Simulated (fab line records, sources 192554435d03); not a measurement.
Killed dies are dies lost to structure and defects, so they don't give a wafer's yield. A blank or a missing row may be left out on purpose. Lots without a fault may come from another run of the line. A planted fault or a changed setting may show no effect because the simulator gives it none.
Which tool did it? | flow n5_finfet | 12 lots, 36 wafers sampled, at 4 steps of a route of 1938

WHAT THE GAUGES READ, wafer by wafer
N5_BEOL_M10_RS_MEAS_57: measures by four-point-probe.
lot  | measured     | on            | M10_RS (ohm/sq)
L076 | day 11 00:08 | film_metro-01 | 0.1515 0.1510 0.1538
L075 | day 11 21:02 | film_metro-02 | 0.1517 0.1525 0.1496
L083 | day 12 18:09 | film_metro-02 | 0.1497 0.1474 0.1501
L081 | day 13 09:33 | film_metro-01 | 0.1504 0.1478 0.1495
L084 | day 13 17:58 | film_metro-02 | 0.1483 0.1505 0.1463
L087 | day 13 23:49 | film_metro-02 | 0.1515 0.1540 0.1475
L086 | day 14 14:42 | film_metro-01 | 0.1515 0.1508 0.1507
L090 | day 14 18:52 | film_metro-01 | 0.1537 0.1492 0.1538
L091 | day 15 16:13 | film_metro-02 | 0.1509 0.1553 0.1500
L093 | day 15 21:13 | film_metro-02 | 0.1472 0.1482 0.1464
L095 | day 16 05:09 | film_metro-02 | 0.1485 0.1508 0.1510
L097 | day 17 02:04 | film_metro-02 | 0.1488 0.1454 0.1502

WHICH TOOL RAN EACH LOT (tool, then ch and the chambers of the sampled wafers, then the start)
lot  | N5_BEOL_M10_STRIP_67               | N5_BEOL_M10_TRENCH_ETCH_37                    | N5_BEOL_M10_ETCH_41
L076 | rie_diel-03 ch 1,3, day 10 20:03   | rie_diel-03 ch 0,1,2, day 11 00:08 or earlier | rie_diel-03 ch 0,1,2, day 11 00:08 or earlier
L075 | rie_diel-01 ch 0,1, day 11 15:04   | rie_diel-03 ch 1,2, day 11 21:02 or earlier   | rie_diel-03 ch 1,2, day 11 21:02 or earlier
L083 | rie_diel-01 ch 0,1, day 12 12:25   | rie_diel-06 ch 0,3, day 12 18:09 or earlier   | rie_diel-06 ch 0,3, day 12 18:09 or earlier
L081 | rie_diel-06 ch 0,1,2, day 13 01:53 | rie_diel-01 ch 1,2, day 13 09:33 or earlier   | rie_diel-01 ch 1,2, day 13 09:33 or earlier
L084 | rie_diel-06 ch 0,1,3, day 13 13:34 | rie_diel-01 ch 1,2, day 13 17:58 or earlier   | rie_diel-01 ch 1,2, day 13 17:58 or earlier
L087 | rie_diel-01 ch 1,2,3, day 13 16:07 | rie_diel-03 ch 0,1,2, day 13 23:49 or earlier | rie_diel-03 ch 0,1,2, day 13 23:49 or earlier
L086 | rie_diel-06 ch 0,1,3, day 14 09:00 | rie_diel-03 ch 1,2,3, day 14 14:42 or earlier | rie_diel-03 ch 1,2,3, day 14 14:42 or earlier
L090 | rie_diel-03 ch 0,1, day 14 14:07   | rie_diel-06 ch 1,2, day 14 18:52 or earlier   | rie_diel-06 ch 1,2, day 14 18:52 or earlier
L091 | rie_diel-01 ch 0,1,2, day 15 11:27 | rie_diel-01 ch 0,1, day 15 16:13 or earlier   | rie_diel-01 ch 0,1, day 15 16:13 or earlier
L093 | rie_diel-03 ch 1,2, day 15 15:35   | rie_diel-01 ch 1,3, day 15 21:13 or earlier   | rie_diel-01 ch 1,3, day 15 21:13 or earlier
L095 | rie_diel-06 ch 0,1,2, day 15 23:49 | rie_diel-03 ch 0,2,3, day 16 05:09 or earlier | rie_diel-03 ch 0,2,3, day 16 05:09 or earlier
L097 | rie_diel-06 ch 0,3, day 16 21:20   | rie_diel-03 ch 0,3, day 17 02:04 or earlier   | rie_diel-03 ch 0,3, day 17 02:04 or earlier
- N5_BEOL_M10_STRIP_67: strips in CF4.
- N5_BEOL_M10_TRENCH_ETCH_37: etches SiCOH lowk in C4F6/O2, target depth 148.83 nm, time 48 s.
- N5_BEOL_M10_ETCH_41: etches SiCN in CH3F/O2, target depth 42.6 nm, time 86 s.

THE ANSWER, worked out from the rows above alone
Rule: what is usual is taken from the lots themselves. Put in order of their means at a reading, lots are off if they are a third of the lots or fewer, leave a main group of 4 or more, and stand apart from it by a gap of 3 or more times the standard deviation of the main group's means; of several such gaps the widest counts. A main group whose means are all the same, to the digits that the tables above print for the reading, isn't used. A lot without any number at a reading at which 4 lots or more have one is off too. The other lots that the step has rows for count as sound.
No lot is off at any reading shown: from this, nothing can be told.

WHAT THE SIMULATOR HAD PUT IN
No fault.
